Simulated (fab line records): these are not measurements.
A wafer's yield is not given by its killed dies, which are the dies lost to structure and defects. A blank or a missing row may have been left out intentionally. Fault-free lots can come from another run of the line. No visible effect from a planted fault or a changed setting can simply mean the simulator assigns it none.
Chamber matching	flow n5-finfet	N5_BEOL_M0_SAQP_ETCH_83 on rie-diel-04 has 4 sister chambers
The step etches SiARC in CF4, target depth 39 nm, time 65 s. 18 wafers are shown with their chamber, then 9 later ones without.

WAFERS WITH THEIR CHAMBER
wafer	chamber	showerhead-plenum-p-Torr (Torr)	drypump-motor-current-A (A)	throttle-valve-pct (%)
L076.3	0	2.21	5.3	16.12
L076.4	1	2.19	5.6	15.98
L076.6	3	2.11	5.1	15.82
L079.1	2	2.05	5.6	15.43
L079.3	1	2.19	5.6	16.00
L079.4	2	2.05	5.6	15.46
L081.1	0	2.21	5.3	16.15
L081.4	0	2.21	5.3	16.14
L081.5	1	2.19	5.6	16.00
L083.2	3	2.11	5.2	15.37
L083.5	2	2.05	5.6	15.47
L083.6	3	2.11	5.1	15.37
L086.1	0	2.21	5.3	16.16
L086.2	3	2.11	5.2	15.39
L086.3	1	2.19	5.6	16.03
L089.1	0	2.21	5.3	16.18
L089.3	1	2.18	5.6	16.04
L089.6	1	2.18	5.6	16.04

SIGNATURES (means of the wafers above)
reading	chamber 0	chamber 1	chamber 2	chamber 3	scatter within a chamber
showerhead-plenum-p-Torr	2.2100	2.1867	2.0500	2.1100	0.00309
drypump-motor-current-A	5.300	5.600	5.600	5.150	0.0267
throttle-valve-pct	16.1500	16.0150	15.4533	15.4875	0.105
Rule: a wafer's distance from a chamber is the root of the sum, over the readings, of the square of ((its reading less the chamber's mean) divided by the reading's scatter). The wafer belongs to the nearest chamber; if the next one is less than 2 further off, it can't be placed. The scatter: take each reading less its chamber's mean, square it, sum over the shown wafers, divide by the number of wafers less the number of chambers, and take the root.

WAFERS WHOSE CHAMBER IS MISSING
wafer	showerhead-plenum-p-Torr (Torr)	drypump-motor-current-A (A)	throttle-valve-pct (%)
L091.4	2.04	5.6	15.49
L091.5	2.20	5.3	16.18
L091.6	2.11	5.2	15.42
L092.1	2.20	5.3	16.19
L092.3	2.04	5.6	15.51
L092.6	2.10	5.1	15.39
L094.4	2.10	5.2	15.41
L094.5	2.04	5.6	15.50
L094.6	2.10	5.2	15.42

WHICH CHAMBER EACH WENT THROUGH
wafer	from the rows above	in truth
L091.4	2	2
L091.5	0	0
L091.6	3	3
L092.1	0	0
L092.3	2	2
L092.6	3	3
L094.4	3	3
L094.5	2	2
L094.6	3	3
Correct placement for 9 of the 9. Can't be placed from these rows: 0. 0 placed wrongly.
